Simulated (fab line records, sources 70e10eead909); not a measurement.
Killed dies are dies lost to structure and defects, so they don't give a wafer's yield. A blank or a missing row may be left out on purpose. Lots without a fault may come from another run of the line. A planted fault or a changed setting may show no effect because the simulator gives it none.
Which tool did it? | flow nand_harc | 13 lots, 39 wafers sampled, at 5 steps of a route of 1159

WHAT THE GAUGES READ, wafer by wafer
NHARC_END_SORT_01.
lot  | measured     | on        | defect_limited_yield (%) | killed_at_array | killed_at_other | killed_at_periphery | killed_dies | killed_open | killed_short | sort_bin_2_pct (%) | sort_bin_3_pct (%) | sort_bin_4_pct (%) | sort_n_pass | sort_rim_yield_pct (%) | sort_yield_pct (%)
L835 | day 22 14:11 | prober-01 | 85.7 94.7 94.5           | 21 32 30        | 0 0 0           | 76 4 7              | 97 36 37    | 4 3 8       | 1 2 3        | 6.8 1.6 1.8        | 2.95 0 0.15        | 4.6 3.7 3.5        | 580 641 640 | 96.2 99.1 93.4         | 85.7 94.7 94.5
L838 | day 22 15:48 | prober-02 | 95.6 94.8 83.6           | 28 34 37        | 0 0 1           | 2 1 73              | 30 35 111   | 3 3 2       | 3 5 3        | 0.9 2.1 7.4        | 0.30 0.44 3.55     | 3.2 2.7 5.5        | 647 642 566 | 97.2 95.3 97.2         | 95.6 94.8 83.6
L840 | day 23 12:23 | prober-01 | 94.5 95.0 96.3           | 34 32 23        | 0 0 0           | 3 2 2               | 37 34 25    | 2 5 4       | 3 3 1        | 2.7 1.2 1.0        | 0.44 0.44 0        | 2.4 3.4 2.7        | 640 643 652 | 98.1 93.4 97.2         | 94.5 95.0 96.3
L843 | day 24 09:32 | prober-02 | 96.6 98.8 97.3           | 19 8 15         | 2 0 1           | 2 0 2               | 23 8 18     | 5 1 1       | 3 1 1        | 0.9 0.3 0.9        | 0.15 0.15 0.15     | 2.4 0.7 1.6        | 654 669 659 | 96.2 99.1 96.2         | 96.6 98.8 97.3
L845 | day 24 10:14 | prober-01 | 93.8 94.1 92.8           | 40 37 47        | 2 1 2           | 0 2 0               | 42 40 49    | 0 6 5       | 3 2 1        | 1.9 1.9 2.2        | 1.03 0.30 0.44     | 3.2 3.7 4.6        | 635 637 628 | 97.2 99.1 99.1         | 93.8 94.1 92.8
L846 | day 24 02:35 | prober-02 | 96.3 96.8 95.0           | 21 18 29        | 2 0 1           | 2 4 4               | 25 22 34    | 4 4 4       | 2 0 2        | 1.8 1.2 1.3        | 0.15 0 0.44        | 1.8 2.1 3.2        | 652 655 643 | 90.6 98.1 97.2         | 96.3 96.8 95.0

WHICH TOOL RAN EACH LOT (tool, then ch and the chambers of the sampled wafers, then the start)
lot  | NHARC_P_M1_PVD_20            | NHARC_THIN_TSV_DEP_43           | NHARC_THIN_TSV_STRIP_45              | NHARC_THIN_TSV_DEGAS_49
L826 | pvd_sputter-01, day 6 15:57  | pecvd-02 ch 1,2, day 19 03:23   | plasma_asher-02 ch 0,1, day 19 05:16 | pvd_sputter-03, day 19 07:03
L827 | pvd_sputter-02, day 6 16:22  | pecvd-03 ch 0,1,2, day 19 07:19 | plasma_asher-01 ch 0,1, day 19 09:09 | pvd_sputter-02, day 19 10:52
L828 | pvd_sputter-02, day 7 02:56  | pecvd-02 ch 1,2, day 19 10:37   | plasma_asher-02 ch 0,1, day 19 12:23 | pvd_sputter-02, day 19 14:17
L829 | pvd_sputter-01, day 7 03:28  | pecvd-03 ch 0,1,2, day 18 22:02 | plasma_asher-01 ch 0,1, day 18 23:48 | pvd_sputter-01, day 19 01:43
L830 | pvd_sputter-02, day 7 08:54  | pecvd-03 ch 0,1,2, day 19 09:21 | plasma_asher-01 ch 0,1, day 19 11:17 | pvd_sputter-02, day 19 12:59
L835 | pvd_sputter-02, day 8 19:21  | pecvd-02 ch 0,1, day 21 21:40   | plasma_asher-02 ch 0,1, day 21 23:31 | pvd_sputter-03, day 22 01:13
L838 | pvd_sputter-02, day 9 05:07  | pecvd-04 ch 1,2, day 21 22:49   | plasma_asher-01 ch 0,1, day 22 00:37 | pvd_sputter-02, day 22 02:15
L840 | pvd_sputter-01, day 9 22:03  | pecvd-04 ch 0,1,2, day 22 18:47 | plasma_asher-02 ch 0,1, day 22 20:40 | pvd_sputter-01, day 22 22:19
L843 | pvd_sputter-01, day 10 08:12 | pecvd-03 ch 0,1, day 23 10:28   | plasma_asher-01 ch 0,1, day 23 12:27 | pvd_sputter-03, day 23 14:16
L845 | pvd_sputter-01, day 10 18:33 | pecvd-02 ch 0,1,2, day 23 13:28 | plasma_asher-01 ch 0,1, day 23 15:21 | pvd_sputter-01, day 23 18:12
L846 | pvd_sputter-01, day 11 03:12 | pecvd-02 ch 0,1, day 23 09:10   | plasma_asher-01 ch 0,1, day 23 10:54 | pvd_sputter-03, day 23 12:57
L847 | pvd_sputter-01, day 11 12:46 | pecvd-02 ch 0,1,2, day 24 01:08 | plasma_asher-02 ch 0,1, day 24 02:58 | pvd_sputter-01, day 24 04:43
L848 | pvd_sputter-02, day 12 02:44 | pecvd-03 ch 0,1,2, day 24 11:29 | plasma_asher-02 ch 0,1, day 24 13:13 | pvd_sputter-02, day 24 14:54
- NHARC_P_M1_PVD_20: deposits TaN, target thk 5 nm, time 8.06 s.
- NHARC_THIN_TSV_DEP_43: deposits SiO2, target thk 1328.5 nm.
- NHARC_THIN_TSV_STRIP_45: strips in O2.
- NHARC_THIN_TSV_DEGAS_49: time 120 s.

WHAT THE TOOLS THEMSELVES READ (means of the sampled wafers that have a number; where no wafer has one, the mark that the record gives instead)
NHARC_P_M1_PVD_20.
lot  | tool           | throttle_valve_pct (%)
L826 | pvd_sputter-01 | 30.9
L827 | pvd_sputter-02 | 31.1
L828 | pvd_sputter-02 | 32.0
L829 | pvd_sputter-01 | 31.0
L830 | pvd_sputter-02 | 32.3
L835 | pvd_sputter-02 | 31.1
L838 | pvd_sputter-02 | 31.5
L840 | pvd_sputter-01 | 31.0
L843 | pvd_sputter-01 | 31.2
L845 | pvd_sputter-01 | 30.1
L846 | pvd_sputter-01 | 30.2
L847 | pvd_sputter-01 | 30.2
L848 | pvd_sputter-02 | 30.6

NHARC_THIN_TSV_DEP_43.
lot  | tool     | throttle_valve_pct (%)
L826 | pecvd-02 | 16.0
L827 | pecvd-03 | 16.2
L828 | pecvd-02 | 16.3
L829 | pecvd-03 | 16.3
L830 | pecvd-03 | 16.2
L835 | pecvd-02 | 16.3
L838 | pecvd-04 | 15.5
L840 | pecvd-04 | 15.5
L843 | pecvd-03 | 16.4
L845 | pecvd-02 | 16.0
L846 | pecvd-02 | 15.6
L847 | pecvd-02 | 16.0
L848 | pecvd-03 | 16.0

NHARC_THIN_TSV_STRIP_45.
lot  | tool            | drypump_motor_current_A (A) | heater_power_w (W)
L826 | plasma_asher-02 | 6.04                        | 346
L827 | plasma_asher-01 | 5.53                        | 307
L828 | plasma_asher-02 | 6.03                        | 350
L829 | plasma_asher-01 | 5.52                        | 313
L830 | plasma_asher-01 | 5.62                        | 312
L835 | plasma_asher-02 | 5.82                        | 381
L838 | plasma_asher-01 | 5.53                        | 303
L840 | plasma_asher-02 | 6.02                        | 359
L843 | plasma_asher-01 | 5.53                        | 305
L845 | plasma_asher-01 | 5.58                        | 302
L846 | plasma_asher-01 | 5.59                        | 301
L847 | plasma_asher-02 | 6.03                        | 345
L848 | plasma_asher-02 | 5.84                        | 363

NHARC_THIN_TSV_DEGAS_49.
lot  | tool           | heater_power_w (W)
L826 | pvd_sputter-03 | 510
L827 | pvd_sputter-02 | 422
L828 | pvd_sputter-02 | 475
L829 | pvd_sputter-01 | 517
L830 | pvd_sputter-02 | 479
L835 | pvd_sputter-03 | 557
L838 | pvd_sputter-02 | 441
L840 | pvd_sputter-01 | 510
L843 | pvd_sputter-03 | 466
L845 | pvd_sputter-01 | 537
L846 | pvd_sputter-03 | 495
L847 | pvd_sputter-01 | 545
L848 | pvd_sputter-02 | 444

THE ANSWER, worked out from the rows above alone
Rule: what is usual is taken from the lots themselves. Put in order of their means at a reading, lots are off if they are a third of the lots or fewer, leave a main group of 4 or more, and stand apart from it by a gap of 3 or more times the standard deviation of the main group's means; of several such gaps the widest counts. A main group whose means are all the same, to the digits that the tables above print for the reading, isn't used. A lot without any number at a reading at which 4 lots or more have one is off too. The other lots that the step has rows for count as sound. The gauges are gone through in route order, then the tools' own readings, and for those a lot's mean is taken as printed above. The first step at which some lot is off is used, and at that step the reading that is off furthest; a lot without a number counts as furthest.
Off: L835, L838, at NHARC_END_SORT_01 (killed_at_periphery). The main group: mean 1.9, standard deviation 1. Neither off nor sound, because the step has no rows for them: L826, L827, L828, L829, L830, L847, L848.
A tool fits if, at a process step before that reading, it ran every lot that is off, and no sound lot after the first of them. The gauges at NHARC_END_SORT_01 are tried like those tools. One fits: pvd_sputter-02 at NHARC_P_M1_PVD_20. It ran no sound lot before its first lot that is off in this sample, so the start can't be narrowed down.

WHAT THE SIMULATOR HAD PUT IN
Chamber particle source: pvd_sputter-02, from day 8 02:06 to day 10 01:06, at NHARC_P_M1_PVD_20. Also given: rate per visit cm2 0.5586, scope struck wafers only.
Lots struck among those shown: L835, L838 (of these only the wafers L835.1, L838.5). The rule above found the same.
